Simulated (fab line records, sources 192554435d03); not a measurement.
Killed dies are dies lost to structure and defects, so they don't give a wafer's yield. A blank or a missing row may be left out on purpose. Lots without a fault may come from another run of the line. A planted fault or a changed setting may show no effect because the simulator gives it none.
Problem report in the 8D (eight disciplines) form, filled by code | flow n5_finfet | the parts of the form that need people (team, actions taken, sign-off) are left out

1. THE PROBLEM
plate_temp_C at N5_BEOL_M5_COAT_65 reads a mean of 231.58 C on 6 wafers of 2 lots; wafers without a fault read 250.01 C with a standard deviation of 0.15. That is -99 or more standard deviations from the usual mean.
The step: time 60 s, resist thk 60 nm.
First seen on wafer L782.1, day 12 12:53, on litho_track-03. The record holds 36 wafers of 12 lots with a number at this step. Rule for "out", or "out of limits": more than 4 standard deviations from the usual mean. The other wafers with a number count as sound.

2. WHAT IT IS AND WHAT IT IS NOT
question                    | is                                 | is not
which readings at this step | plate_temp_C, heater_power_total_W | resist_line_temp_C
which lots                  | L782, L783                         | L766, L767, L768, L770, L772, L773, L774, L777, L784, L788
which wafers of those lots  | all that have a number             | -
read on which tools         | litho_track-03                     | litho_track-02, litho_track-04
when                        | from day 12 12:53                  | up to then (24 sound wafers); but 6 sound wafers of L784, L788 came after

3. SUSPECTS, AND WHAT RULES EACH OUT
Counting: a tool at a process step up to the reading stays a suspect if it ran every lot that is out and no sound lot after the first of them.
- litho_track-03 at N5_BEOL_M5_COAT_65 (time 60 s, resist thk 60 nm): kept. It ran every lot that is out, first L782 (day 12 12:53), and no sound lot after that; its last sound lot up to then is L777 (day 11 12:07). Its own readings are out on those wafers: heater_power_total_W, plate_temp_C.
Left after counting: litho_track-03 at N5_BEOL_M5_COAT_65.

4. THE CAUSE (what the simulator had put in)
Process parameter drift: litho_track-03, from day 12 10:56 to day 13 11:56, at N5_BEOL_M5_COAT_65. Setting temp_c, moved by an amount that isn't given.
Counting left only this tool.

5. THE CHAIN OF EFFECTS, in route order
Each row: a reading whose mean over the struck wafers that have a number lies more than 3 standard deviations from the usual. Only readings for which the record gives a usual standard deviation are gone through. hours: the time from each lot's start at the first step in this table that gives one to its start at this step, as a median over the lots. sigmas: the change in usual standard deviations.
hours | step               | reading              | usual    | on struck wafers | change | sigmas
0     | N5_BEOL_M5_COAT_65 | heater_power_total_W | 500.5 W  | 454.4            | -46.1  | -26
0     | N5_BEOL_M5_COAT_65 | plate_temp_C         | 250.01 C | 231.58           | -18.43 | -99 or more
The process steps in it:
- N5_BEOL_M5_COAT_65: time 60 s, resist thk 60 nm.

6. WHAT WOULD HAVE CAUGHT IT SOONER
In this record the first reading out of limits was taken at day 12 12:53, 2 hours after the fault began at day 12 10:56.
